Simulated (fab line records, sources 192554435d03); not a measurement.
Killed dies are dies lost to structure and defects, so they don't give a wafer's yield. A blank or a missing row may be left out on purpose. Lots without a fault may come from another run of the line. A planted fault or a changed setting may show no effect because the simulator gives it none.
A struck lot beside a sound one | flow n5_finfet | 41 steps out of a route of 1938
Sound: wafers L721.1, L721.5, L721.6. Struck: wafers L710.4, L710.5, L710.6. The cause comes at the end.
At each step with rows: each side's tool, then ch and its chambers, then its first start. Under that, the readings that differ: sound wafers | struck wafers | difference of the means | sigmas: that difference in standard deviations of wafers without a fault.
alike: readings whose means differ by less than 2 such deviations, and words and numbers that are the same on both sides. not compared: withheld readings, readings that some wafer has no value for, bounds like >300 that may hide the same value, and numbers for which the record gives no deviation and whose values overlap.
The two part at a step that has a row with sigmas, a row that says differs or no value, or rows on one side only. Numbers that don't overlap but have no deviation are shown without sigmas and don't part them. A reading that every wafer of one side lacks parts them only if that side has two wafers or more.

first, 11 steps without rows for these wafers: N5_GATE_CUT_ETCHBACK_00 (etches W in SF6/Cl2); N5_GATE_CUT_ETCH_56 (etches TiN in Cl2/Ar, target depth 21.6 nm); N5_GATE_CUT_ETCHBACK_30 (etches TiN in Cl2/Ar, target depth 3 nm); N5_GATE_CUT_VAPOR_ETCH_60 (etches HfO2 in BCl3/Cl2); N5_GATE_CUT_ETCH_58 (etches SiNx in CH3F/O2, target depth 17 nm, time 128.6 s); N5_GATE_CUT_STRIP_59 (strips in N2/H2, time 20 s); N5_GATE_CUT_PRECLEAN_31 (cleans in DIW, time 300 s); N5_GATE_CUT_SRD_32 (time 30 s); N5_GATE_CUT_SAC_CAP_01 (material SiNx, target thk 24 nm, pulse time 1 s, ald cycles 480); N5_GATE_CUT_PECVD_57 (deposits SiNx from SiH4/NH3/N2, target thk 21 nm); N5_GATE_CUT_CMP_02 (polishes, stops on SiO2, t overpolish 12.7 s, target thk 0 nm).
N5_GATE_CUT_HM_DEP_46: deposits SiO2 from TEOS/O2, target thk 130 nm, time 26.6 s.
  sound on pecvd-04 ch 0,1, day 9 13:32; struck on pecvd-03 ch 0,1,2, day 7 00:08
  reading                                      | sound             | struck        | difference | sigmas
  model.SiO2_of_GATE_CUT_HM_DEP_46.thk_nm (nm) | 126.6 129.4 129.8 | 138.8 136 137 | +8.7       |
  alike: heater_power_w, showerhead_plenum_p_Torr, throttle_valve_pct
then, 15 steps without rows for these wafers: N5_GATE_CUT_COAT_34 (time 60 s, resist thk 60 nm); N5_GATE_CUT_COAT_35 (time 60 s, resist thk 10 nm); N5_GATE_CUT_COAT_27 (time 60 s, resist thk 10 nm); N5_GATE_CUT_COAT_07 (resist thk 30 nm); N5_GATE_CUT_EBR_09; N5_GATE_CUT_SOFTBAKE_08 (time 60 s); N5_GATE_CUT_EXPOSE_10 (exposes mask GATE CUT, target cd 20 nm); N5_GATE_CUT_PEB_11 (peb time 60 s); N5_GATE_CUT_DEVELOP_12 (develop time 30 s); N5_GATE_CUT_DESCUM_18 (chemistry O2, time 7 s); N5_GATE_CUT_ETCH_28 (etches underlayer in N2/H2, target depth 13 nm, time 10.4 s); N5_GATE_CUT_ETCH_36 (etches SiARC in CF4, target depth 13 nm, time 21.7 s); N5_GATE_CUT_ETCH_37 (etches SOC in N2/H2, target depth 60 nm, overetch 12 nm, time 90 s); N5_GATE_CUT_STRIP_38 (strips in N2/H2); N5_GATE_CUT_STRIP_39 (strips in N2/H2).
N5_GATE_CUT_HM_OPEN_40: chemistry C4F6/O2, target SiO2, target depth 139 nm, time 85.1 s.
  sound on rie_diel-04 ch 0,2, day 9 14:11; struck on rie_diel-04 ch 0,1, day 7 00:53
  reading                                   | sound             | struck            | difference | sigmas
  etch_rf_on_time_s (s)                     | 91.0 94.4 93.7    | 100.5 98.0 99.9   | +6.4       | +4
  model.etch.depth_nm (nm)                  | 126.6 129.3 129.8 | 138.8 136.1 137.1 | +8.8       |
  model.SOC_of_GATE_CUT_COAT_34.thk_nm (nm) | 33.4 33.2 32.6    | 31.2 31.8 30.8    | -1.8       |
  alike: drypump_motor_current_A, oes_product_au, rf_vpp_V, showerhead_plenum_p_Torr, throttle_valve_pct
  not compared: rf_hours_counter_h
then, 10 steps without rows for these wafers: N5_GATE_CUT_STRIP_41 (strips in CF4); N5_GATE_CUT_STRIP_42 (strips in O2); N5_GATE_CUT_ETCH_19 (etches SiNx in CH3F/O2, target depth 53.7 nm, time 76.7 s); N5_GATE_CUT_CUT_ETCH_53 (etches W in SF6/Cl2, target depth 79.2 nm); N5_GATE_CUT_CUT_ETCH_54 (etches TiN in Cl2/BCl3, target depth 96.7 nm); N5_GATE_CUT_CUT_ETCH_55 (etches HfO2 in BCl3, target depth 3.2 nm); N5_GATE_CUT_ETCH_47 (etches SiO2 in Cl2/BCl3, target depth 10 nm); N5_GATE_CUT_VAPOR_ETCH_48 (etches TiN in BCl3/Cl2); N5_GATE_CUT_VAPOR_ETCH_49 (etches TiAlC in BCl3/Cl2); N5_GATE_CUT_VAPOR_ETCH_51 (etches HfO2 in BCl3/Cl2).
N5_GATE_CUT_THK_MEAS_24:
  sound on film_metro-02, day 9 16:40; struck on film_metro-01, day 7 03:20
  reading          | sound             | struck            | difference | sigmas
  GC_FILL_THK (nm) | 216.3 220.8 219.7 | 229.9 227.5 228.6 | +9.7       | +6
N5_GATE_CUT_CMP_43: polishes SiO2.
  sound on cmp-04 ch 0,2,3, day 9 16:52; struck on cmp-02 ch 2,3, day 7 03:22
  reading                                      | sound   | struck      | difference | sigmas
  model.SiO2_of_GATE_CUT_HM_DEP_46.thk_nm (nm) | 4.8 5 5 | 5.4 5.4 5.4 | +0.5       |
  alike: motor_current_A
-- the record jumps here: 3 days lie between the struck wafers' starts before and after (it left off in module GATE_CUT and takes up again in module BEOL_M4, whose first step shown is number 1111 of the route) --
N5_BEOL_M4_RC_MEAS_101:
  sound on prober-02 ch 0, day 12 23:56; struck on prober-02 ch 0, day 10 08:14
  alike: DIBL_N, DIBL_P, IOFF_N, IOFF_P, ION_N, ION_P, SS_N, SS_P, VT_N, VT_P

WHERE THEY PART
First at N5_GATE_CUT_HM_OPEN_40; last, within this record, at N5_GATE_CUT_THK_MEAS_24. Later steps at which nothing parts them and some readings are alike: N5_GATE_CUT_CMP_43, N5_BEOL_M4_RC_MEAS_101.

WHY: what the simulator had put in
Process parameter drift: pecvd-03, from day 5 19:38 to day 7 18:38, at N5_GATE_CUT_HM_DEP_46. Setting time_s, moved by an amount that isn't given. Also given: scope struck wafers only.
